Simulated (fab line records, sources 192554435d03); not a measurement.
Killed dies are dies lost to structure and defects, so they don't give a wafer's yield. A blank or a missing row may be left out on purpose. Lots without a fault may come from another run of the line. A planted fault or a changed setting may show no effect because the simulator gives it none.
Which tool did it? | flow n5_finfet | 21 lots, 63 wafers sampled, at 1 step of a route of 1938

WHAT THE GAUGES READ, wafer by wafer
N5_BEOL_M13_THK_MEAS_50: measures by xrf. Usual: M13_THK 425 nm, standard deviation 8.7.
lot  | measured     | on            | M13_THK (nm) | flag
L074 | day 10 13:41 | film_metro-01 | 421 438 437  |
L077 | day 11 05:47 | film_metro-01 | 427 443 432  |
L078 | day 11 17:38 | film_metro-01 | 430 423 426  |
L076 | day 11 18:16 | film_metro-01 | 427 419 429  |
L080 | day 11 23:15 | film_metro-01 | 442 427 435  |
L079 | day 12 06:06 | film_metro-01 | 410 418 418  |
L082 | day 12 21:38 | film_metro-01 | 417 423 436  |
L081 | day 12 22:38 | film_metro-01 | 421 411 416  |
L083 | day 13 05:54 | film_metro-01 | 411 428 409  |
L084 | day 13 06:22 | film_metro-01 | 414 419 411  |
L086 | day 13 12:56 | film_metro-01 | 424 408 413  |
L085 | day 13 16:20 | film_metro-01 | 433 424 429  |
L089 | day 14 04:53 | film_metro-01 | 414 424 429  |
L088 | day 14 17:04 | film_metro-01 | 425 437 424  |
L091 | day 15 00:41 | film_metro-01 | 424 440 429  |
L090 | day 15 03:32 | film_metro-01 | 443 438 424  |
L094 | day 15 21:48 | film_metro-01 | 438 426 431  |
L093 | day 15 23:53 | film_metro-01 | 434 411 410  |
L095 | day 16 12:34 | film_metro-02 | 412 428 422  |
L096 | day 16 18:05 | film_metro-02 | 424 412 423  |
L097 | day 16 21:16 | film_metro-02 | 409 422 412  |

WHICH TOOL RAN EACH LOT (tool, then ch and the chambers of the sampled wafers, then the start)
The record holds no process step before these readings.

WHAT THE TOOLS THEMSELVES READ (means of the sampled wafers that have a number; where no wafer has one, the mark that the record gives instead)
The record holds no such reading with a usual standard deviation.

THE ANSWER, worked out from the rows above alone
Rule: a lot is off if the mean of its wafers that have a number lies more than 3 standard deviations from the usual mean. A lot without any number at a reading at which 4 lots or more have one is off too. The other lots that the step has rows for count as sound. The gauges are gone through in route order, then the tools' own readings, and for those a lot's mean is taken as printed above. The first step at which some lot is off is used, and at that step the reading that is off furthest; a lot without a number counts as furthest.
No lot is off at any reading shown: from this, nothing can be told.

WHAT THE SIMULATOR HAD PUT IN
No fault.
